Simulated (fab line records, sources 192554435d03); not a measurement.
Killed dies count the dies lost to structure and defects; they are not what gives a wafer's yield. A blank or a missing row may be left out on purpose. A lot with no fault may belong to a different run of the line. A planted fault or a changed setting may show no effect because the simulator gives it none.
fab line records -- flow n5_finfet
record: lots: 7, wafers: 39
route steps=1938 shown BEOL_M13@1673 PASSIVATION@1929
start_h: hours from the record's opening day to when the first of the lot's shown wafers began -- wait_h: hours elapsed since this lot's preceding step -- " same as the row above -- L1.1+2: several wafers, shown together as one row -- - no value present, or no start provided -- * or withheld: withheld -- < > ~ a bound
route shown NAME@n: a module of which the file shows steps, and the number in the route of the first -- usual: mean and standard deviation over wafers with no fault -- same: alike in all rows -- chamber/n: place in a boat -- sites: readings site by site -- _std_site: the values' standard deviation -- _edge_site: mean of outer sites minus mean of inner sites -- radius_mm: how far each site lies from the wafer's centre -- mask NAME#n: copy n -- behind: the last tool/chamber to shape the wafer -- hold: cause of the lot's hold/its duration in hours/its outcome -- device: whichever transistor did not switch (one of n, p or np) -- end of line: the tests these same wafers got at the end of their route -- a step without rows: its recipe alone -- killed: the dies lost at the first sort to structure and to defects; this is not the yield of the wafer -- map: the dies of a wafer, with x for killed, . for not killed, _ for no die there
set.NAME: the setting that was run; set.NAME@STEP: the one run at that earlier step -- model.NAME: the simulator's own value behind a step, which no gauge read
lots run with intentionally changed settings; tables by step, rows by wafer
== steps ==
step: N5_BEOL_M13_ETCH_59
recipe: chemistry: N2/H2, target: BARC, target_depth_a: 890, overetch_a: 267, time_s: 67.9, ion_energy_ev: 200, pressure_mtorr: 30, source_w: 840, bias_w: 150, n2_flow_sccm: 200, h2_flow_sccm: 200
lot.wafer,tool,chamber,start_h,wait_h,set.time_s,model.etch.depth_nm,model.coat_of_BEOL_M13_COAT_04.thk_nm
L074.1,rie_diel-06,3,254.38,0.0,67.9,89.21,319.6
L074.2,rie_diel-06,1,254.38,0.0,88.89,89.07,295.4
L074.3,rie_diel-06,2,254.38,0.0,67.9,89,318.8
L074.4,rie_diel-06,0,254.38,0.0,88.89,89.08,297.6
L074.5,rie_diel-06,3,254.38,0.0,67.9,89.02,318.8
L074.6,rie_diel-06,0,254.38,0.0,88.89,89,295.4
L079.1,rie_diel-01,0,273.28,0.0,79.63,88.86,307
L079.2,rie_diel-01,1,273.28,0.0,79.63,88.93,306.6
L079.3,rie_diel-01,3,273.28,0.0,67.9,88.86,315.8
L079.4,rie_diel-01,2,273.28,0.0,79.63,88.96,307.6
L079.5,rie_diel-01,2,273.28,0.0,67.9,88.98,318.6
L079.6,rie_diel-01,3,273.28,0.0,67.9,88.93,316.2
L077.1,rie_diel-01,3,289.33,0.0,67.9,89.16,315
L077.2,rie_diel-01,2,289.33,0.0,67.9,89.05,317.6
L077.3,rie_diel-01,1,289.33,0.0,67.9,88.81,315.8
L077.4,rie_diel-01,1,289.33,0.0,67.9,89.1,316.6
L077.5,rie_diel-01,3,289.33,0.0,67.9,89.04,316.6
L077.6,rie_diel-01,2,289.33,0.0,67.9,89.12,317.2
L081.1,rie_diel-03,3,317.68,0.0,67.9,89.33,315.6
L081.2,rie_diel-03,2,317.68,0.0,67.9,89.11,318.2
L081.4,rie_diel-03,0,317.68,0.0,67.9,89.08,316.4
L083.1,rie_diel-01,2,343.68,0.0,44.18,75.48,338.2
L083.2,rie_diel-01,3,343.68,0.0,67.9,88.54,316.2
L083.3,rie_diel-01,0,343.68,0.0,44.18,75.24,337.4
L083.4,rie_diel-01,0,343.68,0.0,67.9,88.69,315
L083.5,rie_diel-01,2,343.68,0.0,44.18,74.86,339.4
L083.6,rie_diel-01,3,343.68,0.0,67.9,88.4,315.8
L091.1,rie_diel-03,2,375.64,0.0,42.51,71.28,341.4
L091.2,rie_diel-03,1,375.64,0.0,67.9,88.51,318.8
L091.3,rie_diel-03,3,375.64,0.0,67.9,88.49,315.8
L091.4,rie_diel-03,3,375.64,0.0,42.51,73.82,342.2
L091.5,rie_diel-03,1,375.64,0.0,67.9,88.64,319.8
L091.6,rie_diel-03,2,375.64,0.0,42.51,70.8,342
L092.1,rie_diel-01,2,387.34,0.0,67.9,88.93,320
L092.2,rie_diel-01,0,387.34,0.0,67.9,89.12,319
L092.3,rie_diel-01,3,387.34,0.0,67.9,88.95,319.6
L092.4,rie_diel-01,1,387.34,0.0,67.9,88.92,318
L092.5,rie_diel-01,3,387.34,0.0,67.9,88.93,319
L092.6,rie_diel-01,0,387.34,0.0,67.9,88.99,319.4
step: N5_BEOL_M13_VIA_ETCH_16
recipe: chemistry: C4F8/O2/Ar, target: SiOC, pressure_mtorr: 30, source_w: 3000, bias_w: 700, Ar_flow_sccm: 400, C4F8_flow_sccm: 15, O2_flow_sccm: 8, he_inner_torr: 15, he_outer_torr: 30, target_depth_a: 9217, time_s: withheld, ion_energy_ev: 250, ends: cleared
lot.wafer,tool,chamber,start_h,wait_h,set.time_s@BEOL_M13_ETCH_59,model.coat_of_BEOL_M13_COAT_04.thk_nm
L074.1,rie_diel-06,3,254.43,0.0,*,74.2
L074.2,rie_diel-06,1,254.43,0.0,*,50.2
L074.3,rie_diel-06,2,254.43,0.0,*,71.2
L074.4,rie_diel-06,0,254.43,0.0,*,51.2
L074.5,rie_diel-06,3,254.43,0.0,*,69.2
L074.6,rie_diel-06,0,254.43,0.0,*,47.2
L079.1,rie_diel-01,0,273.33,0.0,*,63.6
L079.2,rie_diel-01,1,273.33,0.0,*,61.8
L079.3,rie_diel-01,3,273.33,0.0,*,75.6
L079.4,rie_diel-01,2,273.33,0.0,*,59.6
L079.5,rie_diel-01,2,273.33,0.0,*,69.6
L079.6,rie_diel-01,3,273.33,0.0,*,68
L077.1,rie_diel-01,3,289.38,0.0,*,66
L077.2,rie_diel-01,2,289.38,0.0,*,69.6
L077.3,rie_diel-01,1,289.38,0.0,*,68.4
L077.4,rie_diel-01,1,289.38,0.0,*,65.6
L077.5,rie_diel-01,3,289.38,0.0,*,65.4
L077.6,rie_diel-01,2,289.38,0.0,*,67.2
L081.1,rie_diel-03,3,317.74,0.0,*,72
L081.2,rie_diel-03,2,317.74,0.0,*,71.2
L081.4,rie_diel-03,0,317.74,0.0,*,66.2
L083.1+5,rie_diel-01,2,343.73,0.0,*,91.4
L083.2,rie_diel-01,3,343.73,0.0,*,69.8
L083.3,rie_diel-01,0,343.73,0.0,*,89.6
L083.4,rie_diel-01,0,343.73,0.0,*,68.2
L083.6,rie_diel-01,3,343.73,0.0,*,65
L091.1,rie_diel-03,2,375.70,0.0,*,94.8
L091.2,rie_diel-03,1,375.70,0.0,*,74.4
L091.3,rie_diel-03,3,375.70,0.0,*,71.4
L091.4,rie_diel-03,3,375.70,0.0,*,90.4
L091.5,rie_diel-03,1,375.70,0.0,*,68.4
L091.6,rie_diel-03,2,375.70,0.0,*,93.6
L092.1,rie_diel-01,2,387.39,0.0,*,71.4
L092.2,rie_diel-01,0,387.39,0.0,*,72.2
L092.3,rie_diel-01,3,387.39,0.0,*,73.6
L092.4,rie_diel-01,1,387.39,0.0,*,66.2
L092.5,rie_diel-01,3,387.39,0.0,*,69.2
L092.6,rie_diel-01,0,387.39,0.0,*,63.6
step: N5_BEOL_M13_STRIP_63
recipe: chemistry: N2/H2, power_w: 1000, temp_c: 250, h2_frac: 0.65, overash_fraction: 0.3, pressure_mtorr: 1000, n2_flow_sccm: 1750, h2_flow_sccm: 3250
usual: strip_time_to_endpoint_s: 27.7/0.94
lot.wafer,tool,chamber,start_h,wait_h,set.time_s@BEOL_M13_ETCH_59,strip_time_to_endpoint_s
L074.1,plasma_asher-01,0,254.67,-,67.9,28.9
L074.2,plasma_asher-01,1,254.67,-,88.89,21.7
L074.3,plasma_asher-01,1,254.67,-,67.9,28.0
L074.4,plasma_asher-01,0,254.67,-,88.89,22.0
L074.5,plasma_asher-01,1,254.67,-,67.9,27.5
L074.6,plasma_asher-01,0,254.67,-,88.89,20.8
L079.1,plasma_asher-01,1,273.56,-,79.63,25.7
L079.2,plasma_asher-01,0,273.56,-,79.63,25.2
L079.3,plasma_asher-01,0,273.56,-,67.9,29.3
L079.4,plasma_asher-01,1,273.56,-,79.63,24.6
L079.5,plasma_asher-01,0,273.56,-,67.9,27.6
L079.6,plasma_asher-01,1,273.56,-,67.9,27.1
L077.1,plasma_asher-02,0,289.62,-,67.9,26.5
L077.2,plasma_asher-02,1,289.62,-,67.9,27.6
L077.3,plasma_asher-02,1,289.62,-,67.9,27.2
L077.4,plasma_asher-02,0,289.62,-,67.9,26.4
L077.5,plasma_asher-02,0,289.62,-,67.9,26.3
L077.6,plasma_asher-02,1,289.62,-,67.9,26.9
L081.1,plasma_asher-02,1,317.97,-,67.9,28.3
L081.2,plasma_asher-02,0,317.97,-,67.9,28.0
L081.4,plasma_asher-02,0,317.97,-,67.9,26.5
L083.1,plasma_asher-01,1,343.97,-,44.18,33.8
L083.2,plasma_asher-01,0,343.97,-,67.9,27.6
L083.3,plasma_asher-01,0,343.97,-,44.18,33.3
L083.4,plasma_asher-01,1,343.97,-,67.9,27.1
L083.5,plasma_asher-01,0,343.97,-,44.18,33.8
L083.6,plasma_asher-01,1,343.97,-,67.9,26.2
L091.1,plasma_asher-02,1,375.93,-,42.51,34.7
L091.2,plasma_asher-02,0,375.93,-,67.9,28.9
L091.3,plasma_asher-02,0,375.93,-,67.9,28.1
L091.4,plasma_asher-02,1,375.93,-,42.51,33.5
L091.5,plasma_asher-02,0,375.93,-,67.9,27.2
L091.6,plasma_asher-02,1,375.93,-,42.51,34.4
L092.1,plasma_asher-02,1,387.63,-,67.9,28.1
L092.2,plasma_asher-02,0,387.63,-,67.9,28.3
L092.3,plasma_asher-02,0,387.63,-,67.9,28.7
L092.4,plasma_asher-02,1,387.63,-,67.9,26.6
L092.5,plasma_asher-02,0,387.63,-,67.9,27.4
L092.6,plasma_asher-02,1,387.63,-,67.9,25.8
step: N5_BEOL_M13_STRIP_64
recipe: chemistry: N2/H2, power_w: 1000, temp_c: 250, h2_frac: 0.65, overash_fraction: 0.3, pressure_mtorr: withheld, n2_flow_sccm: 1750, h2_flow_sccm: 3250
step: N5_BEOL_M13_STRIP_71
recipe: chemistry: post_etch_residue_remover, time_s: 60, temp_c: 25, remover_ph: withheld, remover_water_wt_pct: withheld, remover_fluoride_wt_pct: withheld
step: N5_BEOL_M13_SRD_72
recipe: time_s: 30, temp_c: 23, rinse_liquid: diw, dry: n2_spin, spin_rpm: 1500, dry_time_s: 30
step: N5_BEOL_M13_CD_MEAS_17
recipe: target_cd_nm: 190, polarity: opening
usual: cd_nm: 191.1/1.2
lot.wafer,tool,chamber,start_h,wait_h,set.time_s@BEOL_M13_ETCH_59,cd_nm
L074.1,cd_sem-03,-,254.87,0.0,67.9,190.6
L074.2,cd_sem-03,-,254.87,0.0,88.89,195.0
L074.3,cd_sem-03,-,254.87,0.0,67.9,190.3
L074.4,cd_sem-03,-,254.87,0.0,88.89,194.3
L074.5,cd_sem-03,-,254.87,0.0,67.9,190.4
L074.6,cd_sem-03,-,254.87,0.0,88.89,194.5
L079.1,cd_sem-02,-,273.77,0.0,79.63,194.4
L079.2,cd_sem-02,-,273.77,0.0,79.63,192.2
L079.3,cd_sem-02,-,273.77,0.0,67.9,191.6
L079.4,cd_sem-02,-,273.77,0.0,79.63,193.3
L079.5,cd_sem-02,-,273.77,0.0,67.9,190.6
L079.6,cd_sem-02,-,273.77,0.0,67.9,192.0
L077.1,cd_sem-02,-,289.83,0.0,67.9,192.2
L077.2,cd_sem-02,-,289.83,0.0,67.9,191.4
L077.3,cd_sem-02,-,289.83,0.0,67.9,190.8
L077.4,cd_sem-02,-,289.83,0.0,67.9,191.1
L077.5,cd_sem-02,-,289.83,0.0,67.9,192.0
L077.6,cd_sem-02,-,289.83,0.0,67.9,192.0
L081.1,cd_sem-03,-,318.18,0.0,67.9,191.2
L081.2,cd_sem-03,-,318.18,0.0,67.9,190.3
L081.4,cd_sem-03,-,318.18,0.0,67.9,190.5
L083.1,cd_sem-03,-,344.17,0.0,44.18,185.2
L083.2,cd_sem-03,-,344.17,0.0,67.9,190.2
L083.3,cd_sem-03,-,344.17,0.0,44.18,185.1
L083.4,cd_sem-03,-,344.17,0.0,67.9,190.9
L083.5,cd_sem-03,-,344.17,0.0,44.18,185.2
L083.6,cd_sem-03,-,344.17,0.0,67.9,190.5
L091.1,cd_sem-02,-,376.14,0.0,42.51,186.9
L091.2,cd_sem-02,-,376.14,0.0,67.9,191.7
L091.3,cd_sem-02,-,376.14,0.0,67.9,190.7
L091.4,cd_sem-02,-,376.14,0.0,42.51,187.8
L091.5,cd_sem-02,-,376.14,0.0,67.9,191.9
L091.6,cd_sem-02,-,376.14,0.0,42.51,186.6
L092.1,cd_sem-03,-,387.83,0.0,67.9,191.1
L092.2,cd_sem-03,-,387.83,0.0,67.9,191.6
L092.3,cd_sem-03,-,387.83,0.0,67.9,192.7
L092.4,cd_sem-03,-,387.83,0.0,67.9,193.6
L092.5,cd_sem-03,-,387.83,0.0,67.9,192.3
L092.6,cd_sem-03,-,387.83,0.0,67.9,191.0
step: N5_PASSIVATION_PASS_ETCH_47
recipe: chemistry: CF4/O2, target: SiNx, target_depth_a: 7700, time_s: 385, ion_energy_ev: 100, pressure_mtorr: 40, source_w: 535, bias_w: 49, Ar_flow_sccm: 100, cf4_flow_sccm: 100, O2_flow_sccm: 10
lot.wafer,tool,chamber,start_h,wait_h,set.time_s,model.etch.depth_nm
L074.1,rie_diel-05,3,288.42,0.0,385,782.3
L074.2,rie_diel-05,1,288.42,0.0,385,752.1
L074.3,rie_diel-05,0,288.42,0.0,385,763.9
L074.4,rie_diel-05,2,288.42,0.0,385,770.5
L074.5,rie_diel-05,3,288.42,0.0,385,781.6
L074.6,rie_diel-05,2,288.42,0.0,385,774.1
L079.1,rie_diel-05,3,304.36,0.0,385,786.1
L079.2,rie_diel-05,2,304.36,0.0,385,773.1
L079.3,rie_diel-05,0,304.36,0.0,461.2,915.4
L079.4,rie_diel-05,1,304.36,0.0,461.2,920.1
L079.5,rie_diel-05,2,304.36,0.0,385,764.7
L079.6,rie_diel-05,3,304.36,0.0,461.2,932.9
L077.1,rie_diel-04,3,321.21,0.0,216.1,434.1
L077.2,rie_diel-04,2,321.21,0.0,385,765.7
L077.3,rie_diel-04,1,321.21,0.0,385,783.3
L077.4,rie_diel-04,0,321.21,0.0,216.1,438.9
L077.5,rie_diel-04,1,321.21,0.0,385,788.2
L077.6,rie_diel-04,0,321.21,0.0,216.1,440
L081.1,rie_diel-04,1,352.92,0.0,385,782.8
L081.2,rie_diel-04,3,352.92,0.0,385,782.4
L081.4,rie_diel-04,2,352.92,0.0,385,768.5
L083.1,rie_diel-02,3,371.88,0.0,385,745.4
L083.2,rie_diel-02,0,371.88,0.0,385,768.1
L083.3,rie_diel-02,1,371.88,0.0,385,755.2
L083.4,rie_diel-02,2,371.88,0.0,385,778.9
L083.5,rie_diel-02,2,371.88,0.0,385,770.8
L083.6,rie_diel-02,3,371.88,0.0,385,747.6
L091.1,rie_diel-04,3,406.43,0.0,385,775
L091.2,rie_diel-04,1,406.43,0.0,314.2,624.3
L091.3,rie_diel-04,2,406.43,0.0,314.2,616.6
L091.4,rie_diel-04,2,406.43,0.0,314.2,619.7
L091.5,rie_diel-04,3,406.43,0.0,385,775.5
L091.6,rie_diel-04,1,406.43,0.0,385,774.6
L092.1,rie_diel-02,2,419.61,0.0,385,780.5
L092.2,rie_diel-02,0,419.61,0.0,582.2,1172
L092.3,rie_diel-02,1,419.61,0.0,385,767
L092.4,rie_diel-02,1,419.61,0.0,582.2,1151
L092.5,rie_diel-02,2,419.61,0.0,582.2,1182
L092.6,rie_diel-02,0,419.61,0.0,385,777.1
== key ==
split: step: N5_BEOL_M13_ETCH_59, setting: time_s, stated: 67.9, by: wafer
response: step: N5_BEOL_M13_ETCH_59, reading: model.etch.depth_nm, shape: bent, at_lowest: 71.97, at_stated: 88.92, at_highest: 89.05
response: step: N5_BEOL_M13_ETCH_59, reading: model.coat_of_BEOL_M13_COAT_04.thk_nm, change: -0.66, per: 1%, r: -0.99
response: step: N5_BEOL_M13_VIA_ETCH_16, reading: model.coat_of_BEOL_M13_COAT_04.thk_nm, change: -0.634, per: 1%, r: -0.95
response: step: N5_BEOL_M13_STRIP_63, reading: strip_time_to_endpoint_s, change: *, per: 1%, r: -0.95
response: step: N5_BEOL_M13_CD_MEAS_17, reading: cd_nm, change: +0.133, per: 1%, r: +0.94
split: step: N5_PASSIVATION_PASS_ETCH_47, setting: time_s, stated: 385, by: wafer
response: step: N5_PASSIVATION_PASS_ETCH_47, reading: model.etch.depth_nm, change: +7.75, per: 1%, r: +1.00
